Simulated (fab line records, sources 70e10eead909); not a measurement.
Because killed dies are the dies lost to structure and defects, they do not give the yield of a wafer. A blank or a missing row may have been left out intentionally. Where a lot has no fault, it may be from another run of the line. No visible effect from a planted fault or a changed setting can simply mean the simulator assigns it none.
Matching of chambers + flow nand-harc + 3 sister chambers for NHARC_A_CONTACT_DEP_58 on pecvd-01
The step deposits SiON, target thk 90 nm. 6 wafers are shown with their chamber, then 8 later ones without.

== EACH WAFER AND ITS CHAMBER ==
| wafer  | chamber | heater-power-w (W) |
|--------|---------|--------------------|
| L324.1 | 1       | 881                |
| L324.3 | 2       | 679                |
| L327.2 | 1       | 780                |
| L327.3 | 2       | 677                |
| L327.6 | 0       | 642                |
| L330.1 | 0       | 580                |

== WAFERS WHOSE CHAMBER IS MISSING ==
| wafer  | heater-power-w (W) |
|--------|--------------------|
| L330.3 | 557                |
| L330.4 | 871                |
| L331.1 | 685                |
| L331.2 | 589                |
| L331.4 | 777                |
| L332.2 | 603                |
| L332.3 | 676                |
| L332.6 | 606                |

== WHICH CHAMBER EACH ONE RAN IN ==
| wafer  | from the rows above     | in truth |
|--------|-------------------------|----------|
| L330.3 | can't be placed: 0 or 2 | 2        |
| L330.4 | 1                       | 1        |
| L331.1 | can't be placed: 2 or 0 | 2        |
| L331.2 | can't be placed: 0 or 2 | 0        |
| L331.4 | can't be placed: 1 or 2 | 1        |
| L332.2 | can't be placed: 0 or 2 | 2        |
| L332.3 | can't be placed: 2 or 0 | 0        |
| L332.6 | can't be placed: 0 or 2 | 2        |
1 of 8 placed correctly. Not placeable from these rows: 7 (in 7, the candidates include the true chamber). Number placed wrongly: 0.
How it was worked out, from the rows above alone: a wafer's distance from a chamber is the root of the sum, over the readings, of the square of ((its reading less the chamber's mean) divided by the reading's scatter). If the next closest chamber is less than 2 further off than the closest, the wafer can't be placed; otherwise it belongs to the closest. The mean given for a chamber averages the wafers shown for that chamber. The scatter: take each reading less its chamber's mean, square it, sum over the shown wafers, divide by the number of wafers less the number of chambers, and take the root.
